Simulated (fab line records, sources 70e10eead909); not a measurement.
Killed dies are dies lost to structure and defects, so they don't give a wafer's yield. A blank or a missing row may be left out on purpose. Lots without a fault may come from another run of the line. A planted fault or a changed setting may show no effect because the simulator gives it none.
Which tool did it? | flow nand_harc | 13 lots, 39 wafers sampled, at 5 steps of a route of 1159

WHAT THE GAUGES READ, wafer by wafer
NHARC_END_SORT_01. Usual: defect_limited_yield 95.6 %, standard deviation 1.4; killed_at_array 26, standard deviation 9; killed_at_other 0.8, standard deviation 1.2; killed_at_periphery 3.2, standard deviation 2.3; killed_dies 30, standard deviation 9.1; killed_open 3.5, standard deviation 2; killed_short 1.8, standard deviation 1.4; sort_bin_2_pct 1.4 %, standard deviation 0.59; sort_bin_3_pct 0.25 %, standard deviation 0.22; sort_bin_4_pct 2.8 %, standard deviation 0.91; sort_n_pass 647, standard deviation 9.1; sort_rim_yield_pct 95.4 %, standard deviation 3; sort_yield_pct 95.6 %, standard deviation 1.4.
lot  | measured     | on        | defect_limited_yield (%) | killed_at_array | killed_at_other | killed_at_periphery | killed_dies | killed_open | killed_short | sort_bin_2_pct (%) | sort_bin_3_pct (%) | sort_bin_4_pct (%) | sort_n_pass | sort_rim_yield_pct (%) | sort_yield_pct (%) | flag
L791 | day 21 02:12 | prober-02 | 95.9 96.3 95.6           | 23 23 25        | 0 0 0           | 5 2 5               | 28 25 30    | 4 3 3       | 0 2 2        | 1.0 1.8 1.3        | 0 0.44 0.30        | 3.1 1.5 2.8        | 649 652 647 | 94.3 93.4 93.4         | 95.9 96.3 95.6     |
L800 | day 23 14:46 | prober-01 | 95.4 94.7 0              | 28 35 671       | 0 0 1           | 3 1 5               | 31 36 677   | 4 2 5       | 1 1 0        | 1.9 1.2 96.0       | 0 0.15 0.44        | 2.7 4.0 3.5        | 646 641 0   | 96.2 98.1 0            | 95.4 94.7 0        | OFF
L802 | day 23 15:35 | prober-02 | 94.1 0 0                 | 35 671 673      | 1 0 1           | 4 6 3               | 40 677 677  | 1 9 0       | 2 2 3        | 2.4 94.7 96.5      | 0 0.59 0.15        | 3.5 4.7 3.4        | 637 0 0     | 92.5 0 0               | 94.1 0 0           | OFF

WHICH TOOL RAN EACH LOT (tool, then ch and the chambers of the sampled wafers, then the start)
lot  | NHARC_A_M0_PVD_21            | NHARC_A_BONDPAD_PVD_27                  | NHARC_A_BONDPAD_CMP_19        | NHARC_THIN_TSV_ANNEAL_52
L783 | pvd_sputter-02, day 17 18:38 | pvd_sputter-01, day 18 04:46 or earlier | cmp-02 ch 0,1,2, day 18 04:46 | rtp_anneal-01 ch 0, day 19 04:06
L784 | pvd_sputter-02, day 17 19:25 | pvd_sputter-03, day 18 05:33 or earlier | cmp-03 ch 1,2, day 18 05:33   | rtp_anneal-02 ch 0, day 18 22:57
L785 | pvd_sputter-01, day 18 03:04 | pvd_sputter-02, day 18 13:41 or earlier | cmp-04 ch 0,1,3, day 18 13:41 | rtp_anneal-01 ch 0, day 19 09:49
L786 | pvd_sputter-02, day 18 03:14 | pvd_sputter-03, day 18 14:02 or earlier | cmp-02 ch 0,1, day 18 14:02   | rtp_anneal-01 ch 0, day 19 11:07
L787 | pvd_sputter-02, day 18 03:35 | pvd_sputter-03, day 18 14:22 or earlier | cmp-03 ch 0,1,2, day 18 14:22 | rtp_anneal-01 ch 0, day 19 12:17
L788 | pvd_sputter-02, day 18 20:46 | pvd_sputter-03, day 19 06:55 or earlier | cmp-04 ch 0,1,2, day 19 06:55 | rtp_anneal-02 ch 0, day 20 04:23
L790 | pvd_sputter-03, day 19 08:55 | pvd_sputter-01, day 19 18:47 or earlier | cmp-02 ch 2,3, day 19 18:47   | rtp_anneal-02 ch 0, day 20 15:44
L791 | pvd_sputter-02, day 19 11:23 | pvd_sputter-02, day 19 21:13 or earlier | cmp-04 ch 2,3, day 19 21:13   | rtp_anneal-02 ch 0, day 20 14:40
L792 | pvd_sputter-01, day 20 06:15 | pvd_sputter-02, day 20 16:06 or earlier | cmp-04 ch 0,1,2, day 20 16:06 | rtp_anneal-02 ch 0, day 21 10:16
L800 | pvd_sputter-02, day 21 23:53 | pvd_sputter-01, day 22 09:50 or earlier | cmp-03 ch 0,1, day 22 09:50   | rtp_anneal-01 ch 0, day 23 04:03
L802 | pvd_sputter-02, day 22 04:05 | pvd_sputter-03, day 22 13:58 or earlier | cmp-03 ch 3, day 22 13:58     | rtp_anneal-01 ch 0, day 23 05:17
L805 | pvd_sputter-01, day 23 01:31 | pvd_sputter-03, day 23 11:57 or earlier | cmp-04 ch 0,1,2, day 23 11:57 | rtp_anneal-01 ch 0, day 24 02:58
L806 | pvd_sputter-01, day 24 10:10 | pvd_sputter-01, day 24 19:45 or earlier | cmp-02 ch 0,1, day 24 19:45   | rtp_anneal-01 ch 0, day 25 14:08
- NHARC_A_M0_PVD_21: deposits Cu, target thk 30 nm, time 20.49 s.
- NHARC_A_BONDPAD_PVD_27: deposits Cu, target thk 30 nm, time 20.49 s.
- NHARC_A_BONDPAD_CMP_19: polishes, t overpolish 30 s, cu recess touch 16 s, target thk 169.8 nm.
- NHARC_THIN_TSV_ANNEAL_52: time 90 s.

WHAT THE TOOLS THEMSELVES READ (means of the sampled wafers that have a number; where no wafer has one, the mark that the record gives instead)
NHARC_A_M0_PVD_21. Usual: throttle_valve_pct 30.0 %, standard deviation 0.93.
lot  | tool           | throttle_valve_pct (%) | flag
L783 | pvd_sputter-02 | 29.8                   |
L784 | pvd_sputter-02 | 29.7                   |
L785 | pvd_sputter-01 | 29.7                   |
L786 | pvd_sputter-02 | 29.5                   |
L787 | pvd_sputter-02 | 29.6                   |
L788 | pvd_sputter-02 | 30.4                   |
L790 | pvd_sputter-03 | 30.6                   |
L791 | pvd_sputter-02 | 30.2                   |
L792 | pvd_sputter-01 | 29.5                   |
L800 | pvd_sputter-02 | 30.1                   |
L802 | pvd_sputter-02 | 30.0                   |
L805 | pvd_sputter-01 | 29.4                   |
L806 | pvd_sputter-01 | 30.6                   |

NHARC_A_BONDPAD_PVD_27. Usual: throttle_valve_pct 30.0 %, standard deviation 1.
lot  | tool           | throttle_valve_pct (%) | flag
L783 | pvd_sputter-01 | 28.9                   |
L784 | pvd_sputter-03 | 30.9                   |
L785 | pvd_sputter-02 | 29.7                   |
L786 | pvd_sputter-03 | 30.5                   |
L787 | pvd_sputter-03 | 30.7                   |
L788 | pvd_sputter-03 | 30.6                   |
L790 | pvd_sputter-01 | 30.0                   |
L791 | pvd_sputter-02 | 29.8                   |
L792 | pvd_sputter-02 | 29.6                   |
L800 | pvd_sputter-01 | 29.0                   |
L802 | pvd_sputter-03 | 30.3                   |
L805 | pvd_sputter-03 | 30.8                   |
L806 | pvd_sputter-01 | 29.5                   |

NHARC_A_BONDPAD_CMP_19. Usual: motor_current_A 12.4 A, standard deviation 1.4; overpolish_run_s 30.000 s, standard deviation 0.0088.
lot  | tool   | motor_current_A (A) | overpolish_run_s (s) | flag
L783 | cmp-02 | 12.3                | 30.002               |
L784 | cmp-03 | 13.5                | 29.998               |
L785 | cmp-04 | 11.3                | 29.996               |
L786 | cmp-02 | 11.6                | 30.001               |
L787 | cmp-03 | 14.0                | 30.001               |
L788 | cmp-04 | 11.8                | 29.995               |
L790 | cmp-02 | 11.7                | 30.002               |
L791 | cmp-04 | 13.1                | 30.000               |
L792 | cmp-04 | 11.5                | 29.995               |
L800 | cmp-03 | 14.2                | 29.998               |
L802 | cmp-03 | 11.4                | 30.013               |
L805 | cmp-04 | 11.5                | 29.998               |
L806 | cmp-02 | 11.8                | 30.003               |

NHARC_THIN_TSV_ANNEAL_52. Usual: wafer_temp_C_max 225.75, standard deviation 0.22.
lot  | tool          | wafer_temp_C_max | flag
L783 | rtp_anneal-01 | 225.94           |
L784 | rtp_anneal-02 | 225.70           |
L785 | rtp_anneal-01 | 225.68           |
L786 | rtp_anneal-01 | 225.82           |
L787 | rtp_anneal-01 | 226.05           |
L788 | rtp_anneal-02 | 225.73           |
L790 | rtp_anneal-02 | 225.72           |
L791 | rtp_anneal-02 | 225.42           |
L792 | rtp_anneal-02 | 225.80           |
L800 | rtp_anneal-01 | 225.92           |
L802 | rtp_anneal-01 | 225.85           |
L805 | rtp_anneal-01 | 225.71           |
L806 | rtp_anneal-01 | 225.95           |

THE ANSWER, worked out from the rows above alone
Rule: a lot is off if the mean of its wafers that have a number lies more than 3 standard deviations from the usual mean. A lot without any number at a reading at which 4 lots or more have one is off too. The other lots that the step has rows for count as sound. The gauges are gone through in route order, then the tools' own readings, and for those a lot's mean is taken as printed above. The first step at which some lot is off is used, and at that step the reading that is off furthest; a lot without a number counts as furthest.
Off: L800, L802, at NHARC_END_SORT_01 (sort_bin_2_pct). Neither off nor sound, because the step has no rows for them: L783, L784, L785, L786, L787, L788, L790, L792, L805, L806.
A tool fits if, at a process step before that reading, it ran every lot that is off, and no sound lot after the first of them. The gauges at NHARC_END_SORT_01 are tried like those tools. NHARC_A_BONDPAD_PVD_27 gives no start for some lots, so the hours and the order of its lots are those of NHARC_A_BONDPAD_CMP_19. Can't be told from this: 3 tools fit, pvd_sputter-02 at NHARC_A_M0_PVD_21, cmp-03 at NHARC_A_BONDPAD_CMP_19, rtp_anneal-01 at NHARC_THIN_TSV_ANNEAL_52.

WHAT THE SIMULATOR HAD PUT IN
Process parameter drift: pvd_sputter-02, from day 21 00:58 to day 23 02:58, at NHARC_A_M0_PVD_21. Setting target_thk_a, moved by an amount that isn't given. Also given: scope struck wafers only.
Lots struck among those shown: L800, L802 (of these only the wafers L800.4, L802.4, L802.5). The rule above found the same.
